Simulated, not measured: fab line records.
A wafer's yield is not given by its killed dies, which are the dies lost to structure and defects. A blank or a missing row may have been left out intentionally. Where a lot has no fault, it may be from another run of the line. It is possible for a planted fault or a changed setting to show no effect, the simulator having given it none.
fab line records	flow n5Finfet
record lots=11	wafers=31	lastDay=17
route steps=1938 shown BEOL_M9@1436 PASSIVATION@1936
lots with no fault: from the same line, run without faults
startH: hours from the record's first day to the start of the lot's first wafer shown	waitH: how many hours have passed since the lot's step before this one	" same as the row above	L1.1+2: a row that stands for several wafers	- value missing, or start not given	* or withheld: withheld	< > ~ a bound
route shown NAME@n: a module of which the file shows steps, and the number in the route of the first	usual: the fault-free wafers' mean and standard deviation	same: alike in all rows	chamber/n: place in a boat	sites: per-site readings	_std_site: their standard deviation	_edge_site: the outer-site mean with the inner-site mean subtracted	radiusMm: how far each site lies from the wafer's centre	mask NAME#n: copy n	behind: the tool/chamber that last shaped the wafer	hold: why the lot was held/for how many hours/how that ended	device: the n, p or np transistor that did not switch	end of line: at the end of the route, the tests of the same wafers	a step without rows: its recipe alone	killed: not the wafer's yield, but the dies lost to structure and defects at the first sort	map: per-die view of a wafer (x killed, . not killed, _ where there is no die)
set.NAME: setting as actually run; set.NAME@STEP: the setting as run at that earlier step	model.NAME: the simulator's own value behind a step, which no gauge read
route steps across a sampled set of lots; one table per step, one row per wafer
services: the hour from which a tool's chamber was out of use, counted from the record's first day as startH (under 0 if before that day), plus the number of hours and why
## steps
# step N5_BEOL_M9_INSPECT_30
# recipe mode=adi	inspectInstrument=brightfield
# usual rawDefectCount=407/94
lot.wafer	tool	chamber	startH	waitH	rawDefectCount
L466.2	defectInspect-02	-	209.31	0.0	538
L466.3	"	-	"	"	476
L466.5	"	-	"	"	438
L471.1	defectInspect-01	-	249.12	0.1	558
L471.3	"	-	"	"	633
L471.5	"	-	"	"	557
L472.4	defectInspect-01	-	249.51	0.0	427
L472.5	"	-	"	"	539
L472.6	"	-	"	"	530
L476.2	defectInspect-01	-	271.68	0.0	535
L476.3	"	-	"	"	506
L476.6	"	-	"	"	515
L475.1	defectInspect-02	-	281.64	0.1	290
L475.4	"	-	"	"	405
L475.5	"	-	"	"	204
L477.3	defectInspect-01	-	291.26	0.0	405
L477.6	"	-	"	"	380
L479.2	defectInspect-01	-	303.77	0.0	353
L479.5	"	-	"	"	495
L478.2	defectInspect-02	-	303.82	0.0	313
L478.3	"	-	"	"	287
L478.6	"	-	"	"	247
L485.2	defectInspect-02	-	331.50	0.0	389
L485.5	"	-	"	"	266
L485.6	"	-	"	"	342
L486.2	defectInspect-01	-	346.21	0.0	465
L486.3	"	-	"	"	431
L486.4	"	-	"	"	370
L487.3	defectInspect-02	-	346.39	0.1	323
L487.5	"	-	"	"	411
L487.6	"	-	"	"	260
# step N5_BEOL_M9_ETCH_66
# recipe chemistry=N2/H2	target=SOC	targetDepthA=800	overetchA=160	maskMaterial=SiARC	tempC=40	timeS=120	ionEnergyEv=200	pressureMtorr=30	sourceW=840	biasW=150	n2FlowSccm=200	h2FlowSccm=200
# usual drypumpMotorCurrentA=5.6/0.44	oesProductAu=0.61/0.059	rfVppV=523.5/2.7	showerheadPlenumPTorr=2.53/0.091	throttleValvePct=17.8/0.3
# same timeS=120
lot.wafer	tool	chamber	startH	waitH	drypumpMotorCurrentA	oesProductAu	rfHoursCounterH	rfVppV	showerheadPlenumPTorr	throttleValvePct
L466.2	rieDiel-04	1	209.47	0.0	5.1	0.51	244	523.1	2.48	17.8
L466.3	"	0	"	"	6.3	0.65	54	521.9	2.48	18.1
L466.5	"	1	"	"	5.0	0.51	-	520.8	2.48	17.8
L471.1	rieDiel-03	0	249.23	0.0	5.7	0.55	197	527.1	2.64	18.3
L471.3	"	3	"	"	5.9	0.65	46	524.4	2.55	17.5
L471.5	"	3	"	"	5.9	0.66	-	525.4	2.55	17.5
L472.4	rieDiel-03	1	249.66	0.0	4.9	0.69	26	525.4	2.62	17.9
L472.5	"	1	"	"	4.9	0.69	-	524.7	2.62	17.9
L472.6	"	2	"	"	6.0	0.53	-	519.7	2.40	17.9
L476.2	rieDiel-04	2	271.79	0.0	5.0	0.56	201	520.6	2.42	17.9
L476.3	"	3	"	"	5.4	0.63	61	527.1	2.70	17.4
L476.6	"	1	"	"	5.0	0.70	-	522.7	2.48	17.4
L475.1	rieDiel-03	3	281.76	0.0	5.9	0.65	55	525.2	2.55	17.5
L475.4	"	0	"	"	5.7	0.54	205	526.2	2.63	18.3
L475.5	"	1	"	"	4.9	0.67	-	524.5	2.61	17.9
L477.3	rieDiel-04	2	291.37	0.0	5.0	0.55	208	520.6	2.42	18.0
L477.6	"	2	"	"	5.0	0.55	-	519.5	2.42	17.9
L479.2	rieDiel-03	3	303.89	0.0	5.9	0.64	63	525.8	2.55	17.5
L479.5	"	1	"	"	4.9	0.67	-	526.8	2.61	18.0
L478.2	rieDiel-05	1	303.93	0.0	5.5	0.55	199	521.3	2.40	17.5
L478.3	"	2	"	"	5.8	0.55	175	523.8	2.53	18.1
L478.6	"	0	"	"	6.0	0.67	-	523.3	2.49	17.5
L485.2	rieDiel-05	1	331.61	0.0	5.5	0.54	209	519.3	2.40	17.5
L485.5	"	1	"	"	5.5	0.55	-	518.7	2.40	17.5
L485.6	"	2	"	"	5.7	0.54	-	523.5	2.52	18.1
L486.2	rieDiel-04	2	346.32	0.0	5.0	0.55	221	521.7	2.42	18.0
L486.3	"	1	"	"	5.0	0.64	31	523.5	2.47	17.4
L486.4	"	3	"	"	5.4	0.61	86	527.0	2.69	17.4
L487.3	rieDiel-04	0	346.75	0.0	6.3	0.61	98	521.6	2.47	18.1
L487.5	"	3	"	"	5.4	0.60	-	528.0	2.69	17.4
L487.6	"	2	"	"	5.0	0.54	-	520.3	2.42	18.0
# step N5_BEOL_M9_VIA_ETCH_34
# recipe chemistry=C4F6/O2	target=SiCOH_lowk	targetDepthA=1824	maskMaterial=SOC	taperDeg=4	timeS=68.4	ionEnergyEv=250	pressureMtorr=30	sourceW=345	biasW=185	Ar_flow_sccm=300	C4F6_flow_sccm=10	O2_flow_sccm=10
# usual drypumpMotorCurrentA=5.6/0.44	oes_ar_750_au=0.79/0.078	oes_o_777_au=0.79/0.072	oesProductAu=0.79/0.084	rfVppV=667/14	showerheadPlenumPTorr=2.83/0.1	throttleValvePct=20.88/0.24
# same timeS=68.4
lot.wafer	tool	chamber	startH	waitH	drypumpMotorCurrentA	oes_ar_750_au	oes_o_777_au	oesProductAu	rfHoursCounterH	rfVppV	showerheadPlenumPTorr	throttleValvePct
L466.2	rieDiel-04	1	209.57	0.0	5.1	0.67	0.64	0.66	244	684	2.80	21.01
L466.3	"	0	"	"	6.3	0.86	0.87	0.84	54	650	2.76	21.01
L466.5	"	1	"	"	5.0	0.66	0.64	0.67	-	682	2.80	21.02
L471.1	rieDiel-03	0	249.33	0.0	5.7	0.71	0.73	0.70	197	654	2.93	21.31
L471.3	"	3	"	"	5.9	0.85	0.84	0.87	46	684	2.91	20.91
L471.5	"	3	"	"	5.9	0.86	0.84	0.88	-	685	2.91	20.88
L472.4	rieDiel-03	1	249.76	0.0	4.9	0.91	0.92	0.92	27	662	2.90	20.83
L472.5	"	1	"	"	4.9	0.91	0.92	0.93	-	661	2.90	20.82
L472.6	"	2	"	"	6.0	0.68	0.68	0.69	-	680	2.71	20.94
L476.2	rieDiel-04	2	271.89	0.0	5.0	0.74	0.75	0.72	202	654	2.71	20.91
L476.3	"	3	"	"	5.4	0.82	0.81	0.81	61	675	3.03	20.51
L476.6	"	1	"	"	5.0	0.91	0.87	0.93	-	682	2.79	20.66
L475.1	rieDiel-03	3	281.86	0.0	5.9	0.84	0.82	0.85	55	687	2.90	20.92
L475.4	"	0	"	"	5.8	0.71	0.72	0.69	205	654	2.93	21.33
L475.5	"	1	"	"	4.9	0.88	0.90	0.89	-	661	2.90	20.84
L477.3	rieDiel-04	2	291.47	0.0	5.0	0.74	0.75	0.72	208	653	2.71	20.92
L477.6	"	2	"	"	5.0	0.74	0.75	0.73	-	654	2.71	20.93
L479.2	rieDiel-03	3	303.99	0.0	5.8	0.84	0.81	0.84	63	686	2.90	20.93
L479.5	"	1	"	"	4.9	0.89	0.89	0.88	-	661	2.90	20.85
L478.2	rieDiel-05	1	304.03	0.0	5.5	0.70	0.73	0.71	199	682	2.68	20.54
L478.3	"	2	"	"	5.8	0.72	0.73	0.71	175	668	2.84	21.13
L478.6	"	0	"	"	6.1	0.87	0.86	0.87	-	664	2.79	20.57
L485.2	rieDiel-05	1	331.71	0.0	5.5	0.70	0.71	0.71	209	681	2.68	20.56
L485.5	"	1	"	"	5.5	0.70	0.71	0.71	-	683	2.68	20.55
L485.6	"	2	"	"	5.8	0.71	0.73	0.71	-	669	2.83	21.11
L486.2	rieDiel-04	2	346.42	0.0	5.0	0.73	0.74	0.72	221	653	2.70	20.95
L486.3	"	1	"	"	5.0	0.86	0.82	0.87	31	683	2.78	20.71
L486.4	"	3	"	"	5.4	0.79	0.79	0.80	86	674	3.01	20.55
L487.3	rieDiel-04	0	346.85	0.0	6.3	0.81	0.82	0.80	98	649	2.74	21.08
L487.5	"	3	"	"	5.4	0.79	0.79	0.81	-	673	3.01	20.56
L487.6	"	2	"	"	5.0	0.72	0.74	0.71	-	655	2.70	20.95
# step N5_BEOL_M9_ALD_74
# recipe material=TaN	targetThkA=20	tempC=275	aldPrecursorFamily=PDMAT	aldCoReactant=NH3	pressureTorr=3	carrierFlowSccm=1500	pulseTimeS=2	purgeTimeS=3	coReactantPurgeTimeS=2	coReactantPulseTimeS=3	aldCycles=40	precursorVesselTempC=75	precursorVesselPressureTorr=26.25	precursorVesselCarrierSccm=1000
# usual aldCycles=40/0	heaterPowerOuterW=223/28	heaterPowerW=405/43
lot.wafer	tool	chamber	startH	waitH	aldCycles	heaterPowerOuterW	heaterPowerW
L466.2	aldMetal-04	1	210.74	0.1	40	167	357
L466.3	"	0	"	"	40	198	353
L466.5	"	1	"	"	40	170	348
L471.1	aldMetal-04	1	250.99	0.0	40	172	346
L471.3	"	2	"	"	40	239	449
L471.5	"	0	"	"	40	200	345
L472.4	aldMetal-03	0	253.90	0.0	40	239	448
L472.5	"	0	"	"	40	241	446
L472.6	"	3	"	"	40	192	378
L476.2	aldMetal-03	2	273.22	0.1	40	262	438
L476.3	"	0	"	"	40	249	441
L476.6	"	0	"	"	40	249	451
L475.1	aldMetal-01	2	282.87	0.1	40	176	334
L475.4	"	0	"	"	40	271	536
L475.5	"	3	"	"	40	232	433
L477.3	aldMetal-04	2	292.40	0.0	40	238	437
L477.6	"	2	"	"	40	241	446
L479.2	aldMetal-04	3	304.98	0.1	48	235	410
L479.5	"	3	"	"	40	244	410
L478.2	aldMetal-03	1	305.00	0.0	40	219	383
L478.3	"	0	"	"	40	239	435
L478.6	"	2	"	"	40	271	440
L485.2	aldMetal-04	1	332.87	0.0	48	179	360
L485.5	"	2	"	"	40	234	442
L485.6	"	3	"	"	48	242	408
L486.2	aldMetal-03	3	347.50	0.1	40	199	375
L486.3	"	0	"	"	40	242	453
L486.4	"	1	"	"	40	216	385
L487.3	aldMetal-03	2	348.03	0.2	40	263	433
L487.5	"	3	"	"	40	203	363
L487.6	"	0	"	"	40	243	451
# step N5_PASSIVATION_PROBE_49
# usual defectLimitedYield=91.2/1.3	killed_at_M0_to_M3=34/10	killed_at_M4_up=13/4.6	killedAtContacts=13/5.5	killedAtFrontEnd=41/12	killedAtOther=2.8/2.4	killedDies=104/16	killedOpen=67/12	killedShort=33/7.2	sort_bin_4_leakage=0.00/0.012	sort_bin_5_function=5.1/0.86	sort_bin_6_memory=3.3/0.62	sort_bin_8_speed=0.00/0.014	sortNPass=1076/16
# same grossDies=1180	killedAtBackSide=0
lot.wafer	tool	chamber	startH	waitH	defectLimitedYield[%]	killed_at_M0_to_M3	killed_at_M4_up	killedAtContacts	killedAtFrontEnd	killedAtOther	killedDies	killedOpen	killedShort	sort_bin_4_leakage[%]	sort_bin_5_function[%]	sort_bin_6_memory[%]	sort_bin_8_speed[%]	sortNPass
L472.4	prober-01	-	317.37	0.2	91.4	35	10	7	50	0	102	68	30	0	4.7	3.7	0	1078
L472.5	prober-01	-	317.42	0.2	91.3	34	17	17	34	1	103	68	28	0	4.8	3.6	0	1077
L472.6	prober-01	-	317.47	0.3	89.8	35	15	11	56	3	120	89	25	0	5.7	4.4	0	1060
L476.2	prober-02	-	335.66	0.1	89.2	38	19	16	52	2	127	92	29	0	6.4	4.0	0	1053
L476.3	prober-02	-	335.71	0.1	89.9	37	14	19	49	0	119	67	44	0	5.9	3.4	0	1061
L476.6	prober-02	-	335.86	0.3	90.7	33	13	21	41	2	110	69	41	0	6.4	2.5	0	1070
L475.1	prober-02	-	338.61	0.0	91.4	44	10	9	34	4	101	63	35	0	5.3	3.1	0	1079
L475.4	prober-02	-	338.76	0.2	90.8	47	22	5	32	3	109	79	30	0.08	5.6	3.5	0	1070
L475.5	prober-02	-	338.81	0.2	89.2	47	16	11	49	4	127	89	36	0.08	6.1	4.4	0	1052
L477.3	prober-01	-	360.57	1.0	91.9	42	9	20	24	0	95	66	28	0	4.8	3.1	0	1085
L478.2	prober-02	-	364.58	0.1	90.5	38	10	6	56	2	112	69	41	0	5.6	3.4	0	1068
L478.3	prober-02	-	364.63	0.1	89.2	68	5	14	36	4	127	76	47	0	6.2	3.9	0	1053
L478.6	prober-02	-	364.78	0.3	90.4	36	10	20	45	2	113	73	36	0	6.2	3.0	0	1067
L479.5	prober-01	-	376.21	0.2	92.2	21	12	8	47	4	92	57	30	0	4.4	3.2	0	1088
L485.2	prober-01	-	390.48	0.1	92.0	28	13	7	46	0	94	46	36	0	4.5	2.1	0	1086
L487.3	prober-02	-	402.21	0.1	90.8	28	5	9	64	3	109	70	33	0	5.2	3.3	0	1071
L487.5	prober-02	-	402.31	0.2	87.9	36	19	26	59	3	143	94	39	0	7.3	3.9	0	1037
L487.6	prober-02	-	402.36	0.3	89.7	39	10	10	56	6	121	71	47	0	5.0	4.7	0	1059
L486.2	prober-01	-	407.35	0.1	91.4	37	16	18	28	2	101	61	34	0	4.9	3.3	0	1079
L486.3	prober-01	-	407.40	0.1	95.0	25	4	12	18	0	59	44	9	0	2.8	1.9	0	1121
L486.4	prober-01	-	407.45	0.2	93.1	26	11	13	30	1	81	56	19	0	4.4	2.2	0	1099
# killed by level:class
L472.4 STI_FIN_REVEAL:geometricParticle:open=17 BEOL_M3:geometricParticle:open=7 BEOL_M1:geometricParticle:open=7 FIN_SAQP:geometricParticle:short=6 BEOL_M0_SAQP:geometricParticle:open=6 BEOL_M2:geometricParticle:open=6 GATE_CUT:geometricParticle:short=5 FIN_SAQP:geometricParticle:open=4
L472.5 MOL_CONTACT_COAG:geometricParticle:open=14 BEOL_M0_SAQP:geometricParticle:short=9 DUMMY_GATE:geometricParticle:open=7 BEOL_M3:geometricParticle:open=7 GATE_CUT:geometricParticle:short=6 BEOL_M4:geometricParticle:open=6 BEOL_M2:geometricParticle:open=5 STI_FIN_REVEAL:geometricParticle:open=4
L472.6 DUMMY_GATE:geometricParticle:open=21 MOL_CONTACT_COAG:geometricParticle:open=10 STI_FIN_REVEAL:geometricParticle:open=9 BEOL_M0_SAQP:geometricParticle:short=7 FIN_SAQP:geometricParticle:open=6 BEOL_M0_SAQP:geometricParticle:open=6 BEOL_M3:geometricParticle:open=6 BEOL_M5:geometricParticle:open=6
L476.2 MOL_CONTACT_COAG:geometricParticle:open=14 BEOL_M2:geometricParticle:open=11 BEOL_M4:geometricParticle:open=10 FIN_SAQP:geometricParticle:open=8 GATE_CUT:geometricParticle:open=7 BEOL_M3:geometricParticle:open=7 DUMMY_GATE:geometricParticle:open=6 GATE_CUT:geometricParticle:short=6
L476.3 MOL_CONTACT_COAG:geometricParticle:open=14 BEOL_M0_SAQP:geometricParticle:open=10 STI_FIN_REVEAL:geometricParticle:open=9 BEOL_M0_SAQP:geometricParticle:short=9 BEOL_M4:geometricParticle:open=8 HKMG_FIN:areaEtch=7 FIN_SAQP:geometricParticle:short=6 BEOL_M1:geometricParticle:short=6
L476.6 MOL_CONTACT_COAG:geometricParticle:open=15 BEOL_M3:geometricParticle:open=11 STI_FIN_REVEAL:geometricParticle:open=8 BEOL_M4:geometricParticle:open=8 BEOL_M0_SAQP:geometricParticle:short=7 FIN_SAQP:geometricParticle:open=6 GATE_CUT:geometricParticle:short=6 MOL_CONTACT_COAG:geometricParticle:short=6
L475.1 BEOL_M1:geometricParticle:open=14 STI_FIN_REVEAL:geometricParticle:open=9 BEOL_M0_SAQP:geometricParticle:short=7 BEOL_M4:geometricParticle:open=7 STARTING-WAFER:geometricParticle:short=7 BEOL_M2:geometricParticle:open=6 BEOL_M0_SAQP:geometricParticle:open=5 MOL_CONTACT_COAG:geometricParticle:open=5
L475.4 BEOL_M0_SAQP:geometricParticle:open=15 BEOL_M2:geometricParticle:open=9 STI_FIN_REVEAL:geometricParticle:open=8 BEOL_M4:geometricParticle:open=8 FIN_SAQP:geometricParticle:open=6 BEOL_M0_SAQP:geometricParticle:short=6 BEOL_M3:geometricParticle:open=6 MOL_CONTACT_COAG:geometricParticle:open=5
L475.5 BEOL_M0_SAQP:geometricParticle:open=13 STI_FIN_REVEAL:geometricParticle:open=11 BEOL_M2:geometricParticle:open=11 MOL_CONTACT_COAG:geometricParticle:open=9 FIN_SAQP:geometricParticle:short=8 BEOL_M4:geometricParticle:open=8 FIN_SAQP:geometricParticle:open=7 BEOL_M3:geometricParticle:open=7
L477.3 MOL_CONTACT_COAG:geometricParticle:open=16 FIN_SAQP:geometricParticle:open=8 BEOL_M0_SAQP:geometricParticle:open=8 BEOL_M1:geometricParticle:open=8 BEOL_M0_SAQP:geometricParticle:short=7 STARTING-WAFER:geometricParticle:open=5 MOL_CONTACT_COAG:geometricParticle:short=4 BEOL_M1:geometricParticle:short=4
L478.2 STI_FIN_REVEAL:geometricParticle:open=13 GATE_CUT:geometricParticle:short=10 BEOL_M2:geometricParticle:open=9 FIN_SAQP:geometricParticle:short=8 BEOL_M3:geometricParticle:open=8 BEOL_M0_SAQP:geometricParticle:open=7 GATE_CUT:geometricParticle:open=6 BEOL_M1:geometricParticle:open=5
L478.3 BEOL_M0_SAQP:geometricParticle:short=16 BEOL_M3:geometricParticle:open=15 MOL_CONTACT_COAG:geometricParticle:open=14 BEOL_M1:geometricParticle:open=13 BEOL_M0_SAQP:geometricParticle:open=12 GATE_CUT:geometricParticle:short=10 BEOL_M1:geometricParticle:short=6 FIN_SAQP:geometricParticle:open=4
L478.6 MOL_CONTACT_COAG:geometricParticle:open=19 BEOL_M3:geometricParticle:open=12 BEOL_M0_SAQP:geometricParticle:short=9 STI_FIN_REVEAL:geometricParticle:open=7 GATE_CUT:geometricParticle:open=7 GATE_CUT:geometricParticle:short=7 BEOL_M0_SAQP:geometricParticle:open=6 FIN_SAQP:geometricParticle:short=5
L479.5 FIN_SAQP:geometricParticle:open=16 FIN_SAQP:geometricParticle:short=10 MOL_CONTACT_COAG:geometricParticle:open=7 BEOL_M2:geometricParticle:open=5 BEOL_M3:geometricParticle:open=4 FIN_CUT:geometricParticle:open=3 SPACER0:geometricParticle:short=3 GATE_CUT:geometricParticle:short=3
L485.2 BEOL_M0_SAQP:geometricParticle:short=12 STI_FIN_REVEAL:geometricParticle:open=11 HKMG_FIN:areaEtch=10 FIN_SAQP:geometricParticle:short=6 FIN_SAQP:geometricParticle:open=6 MOL_CONTACT_COAG:geometricParticle:open=6 BEOL_M1:geometricParticle:open=5 BEOL_M0_SAQP:geometricParticle:open=4
L487.3 FIN_SAQP:geometricParticle:open=22 FIN_SAQP:geometricParticle:short=12 STI_FIN_REVEAL:geometricParticle:open=8 MOL_CONTACT_COAG:geometricParticle:open=7 BEOL_M0_SAQP:geometricParticle:open=6 BEOL_M0:geometricParticle:open=5 ILD0:geometricParticle:short=4 BEOL_M0_SAQP:geometricParticle:short=4
L487.5 MOL_CONTACT_COAG:geometricParticle:open=20 FIN_SAQP:geometricParticle:open=19 BEOL_M0_SAQP:geometricParticle:open=12 FIN_SAQP:geometricParticle:short=8 BEOL_M0_SAQP:geometricParticle:short=7 BEOL_M2:geometricParticle:open=7 STARTING-WAFER:geometricParticle:short=7 STI_FIN_REVEAL:geometricParticle:open=5
L487.6 FIN_SAQP:geometricParticle:short=20 FIN_SAQP:geometricParticle:open=16 BEOL_M0_SAQP:geometricParticle:short=11 BEOL_M0_SAQP:geometricParticle:open=9 STI_FIN_REVEAL:geometricParticle:open=8 MOL_CONTACT_COAG:geometricParticle:open=8 BEOL_M2:geometricParticle:open=6 ILD0:geometricParticle:open=4
L486.2 MOL_CONTACT_COAG:geometricParticle:open=12 BEOL_M0_SAQP:geometricParticle:short=10 BEOL_M2:geometricParticle:open=7 STI_FIN_REVEAL:geometricParticle:open=6 MOL_CONTACT_COAG:geometricParticle:short=6 BEOL_M1:geometricParticle:open=5 BEOL_M0_SAQP:geometricParticle:open=5 BEOL_M4:geometricParticle:open=5
L486.3 BEOL_M3:geometricParticle:open=10 MOL_CONTACT_COAG:geometricParticle:open=8 STI_FIN_REVEAL:geometricParticle:open=4 MOL_CONTACT_COAG:geometricParticle:short=4 BEOL_M2:geometricParticle:open=4 DUMMY_GATE:geometricParticle:open=3 BEOL_M0_SAQP:geometricParticle:open=3 STARTING-WAFER:geometricParticle:open=3
L486.4 MOL_CONTACT_COAG:geometricParticle:open=11 BEOL_M1:geometricParticle:open=9 FIN_SAQP:geometricParticle:open=5 BEOL_M3:geometricParticle:open=5 FIN_SAQP:geometricParticle:short=3 STI_FIN_REVEAL:geometricParticle:short=3 STI_FIN_REVEAL:geometricParticle:open=3 DUMMY_GATE:geometricParticle:open=3
## services
tool	chamber	startH	hours	kind
aldMetal-03	-	193.09	2.8	pm
rieDiel-04	-	199.56	1.0	repair
aldMetal-01	-	199.96	0.9	repair
rieDiel-04	1	231.91	-	clean
rieDiel-04	1	231.91	-	consumableReplace:focusRing
rieDiel-04	1	231.91	14.9	scheduledDown
rieDiel-04	1	231.91	14.9	ventCycle
rieDiel-05	-	243.98	0.4	repair
rieDiel-05	1	248.26	8.4	repair
aldMetal-04	2	262.36	26.9	repair
rieDiel-05	-	265.91	4.3	pm
rieDiel-05	-	283.06	1.3	repair
rieDiel-03	2	284.87	-	clean
rieDiel-03	2	284.87	-	consumableReplace:focusRing
rieDiel-03	2	284.87	-	consumableReplace:showerhead
rieDiel-03	2	284.87	22.5	scheduledDown
rieDiel-03	2	284.87	22.5	ventCycle
rieDiel-04	2	310.40	11.5	repair
aldMetal-01	-	337.25	14.0	pm
aldMetal-01	0	337.25	14.0	ventCycle
aldMetal-01	1	337.25	14.0	ventCycle
aldMetal-01	2	337.25	14.0	ventCycle
aldMetal-01	3	337.25	14.0	ventCycle
aldMetal-03	0	338.87	1.8	repair
## key
firstSign step=N5_BEOL_M9_ALD_74	reading=aldCycles	direction=up	sigmas=99+	usual=*	struck=*
effect none on later readings
metAt N5_BEOL_M9_ALD_74
struckLots L479,L485
struckWafers L479.2,L485.2,L485.6
baselineLoss step=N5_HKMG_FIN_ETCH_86	wafers=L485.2
notActingAt N5_BEOL_M9_INSPECT_30,N5_BEOL_M9_ETCH_66,N5_BEOL_M9_VIA_ETCH_34
onsetBetween 292.40 304.98
fault kind=processParameterDrift	tool=aldMetal-04	chamber=-	onsetH=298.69	steps=N5_BEOL_M9_ALD_74	channel=aldCycles	offset=*	shape=step	endH=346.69	scope=struckWafersOnly	actsIn=*	stated=*
# baselineLoss: these wafers lose ten dies or more at that step, a loss of the line's own and not of a fault; the sort's usual values leave them out
